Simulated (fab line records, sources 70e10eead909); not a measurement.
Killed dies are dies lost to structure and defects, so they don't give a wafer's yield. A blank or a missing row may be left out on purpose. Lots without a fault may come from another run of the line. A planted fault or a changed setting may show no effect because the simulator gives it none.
Problem report in the 8D (eight disciplines) form, filled by code | flow nand_harc | the parts of the form that need people (team, actions taken, sign-off) are left out

1. THE PROBLEM
rf_fwd_power_W at NHARC_P_BONDPAD_DEP_00 reads a mean of 270.6 W on 2 wafers of 2 lots; wafers without a fault read 449.0 W with a standard deviation of 1.4. That is -99 or more standard deviations from the usual mean.
The step: deposits SiCN, target thk 250 nm.
First seen on wafer L211.2, day 11 23:40, on pecvd-01. The record holds 33 wafers of 11 lots with a number at this step. Rule for "out", or "out of limits": more than 4 standard deviations from the usual mean. The other wafers with a number count as sound.

2. WHAT IT IS AND WHAT IT IS NOT
question                    | is                | is not
which readings at this step | rf_fwd_power_W    | heater_power_w
which lots                  | L211, L213        | L198, L199, L202, L205, L207, L208, L218, L219, L221
which wafers of those lots  | L211.2, L213.4    | L211.3, L211.4, L213.5, L213.6
read on which tools         | pecvd-01          | pecvd-03, pecvd-04
when                        | from day 11 23:40 | up to then (20 sound wafers); but 11 sound wafers of L213, L218, L219, L221 came after

3. SUSPECTS, AND WHAT RULES EACH OUT
Counting: a tool at a process step up to the reading stays a suspect if it ran every lot that is out. Sound lots after the first of them don't rule it out here, since some wafers of a struck lot are sound.
- rie_diel-05 at NHARC_P_M2_ETCH_28 (etches the open film in CF4/N2, target depth 30 nm, time 72.99 s): kept. It ran every lot that is out, first L211 (day 11 23:11); its last sound lot up to then is L208 (day 11 01:12). NHARC_P_M2_ETCH_28 gives no start for some lots, so the hours and the order of its lots are those of NHARC_P_M2_DEP_33.
- pecvd-03 at NHARC_P_M2_DEP_33 (deposits SiCN, target thk 30 nm): kept. It ran every lot that is out, first L211 (day 11 23:11); its last sound lot up to then is L208 (day 11 01:12).
- pecvd-01 at NHARC_P_BONDPAD_DEP_00 (deposits SiCN, target thk 250 nm): kept. It ran every lot that is out, first L211 (day 11 23:40); its last sound lot up to then is L208 (day 11 01:40). Its own readings are out on those wafers: rf_fwd_power_W.
- Within pecvd-01 at NHARC_P_BONDPAD_DEP_00: the wafers that are out ran in chamber 2; their sound lot-mates ran in chambers 0, 1.
Left after counting: rie_diel-05 at NHARC_P_M2_ETCH_28, pecvd-03 at NHARC_P_M2_DEP_33, pecvd-01 at NHARC_P_BONDPAD_DEP_00.

4. THE CAUSE (what the simulator had put in)
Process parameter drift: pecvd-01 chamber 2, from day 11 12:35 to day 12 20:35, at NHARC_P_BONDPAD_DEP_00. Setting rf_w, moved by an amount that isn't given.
Counting left 3 suspects, and this tool is among them.

5. THE CHAIN OF EFFECTS, in route order
Each row: a reading whose mean over the struck wafers that have a number lies more than 3 standard deviations from the usual. Only readings for which the record gives a usual standard deviation are gone through. hours: the time from each lot's start at the first step in this table that gives one to its start at this step, as a median over the lots. sigmas: the change in usual standard deviations.
hours | step                   | reading          | usual   | on struck wafers | change | sigmas
0     | NHARC_P_BONDPAD_DEP_00 | rf_fwd_power_W   | 449.0 W | 270.6            | -178.4 | -99 or more
0     | NHARC_P_BONDPAD_DEP_00 | showerhead_vpp_V | 1338 V  | 1052             | -286   | -3.4
The process steps in it:
- NHARC_P_BONDPAD_DEP_00: deposits SiCN, target thk 250 nm.

6. WHAT WOULD HAVE CAUGHT IT SOONER
In this record the first reading out of limits was taken at day 11 23:40, 11 hours after the fault began at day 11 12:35.
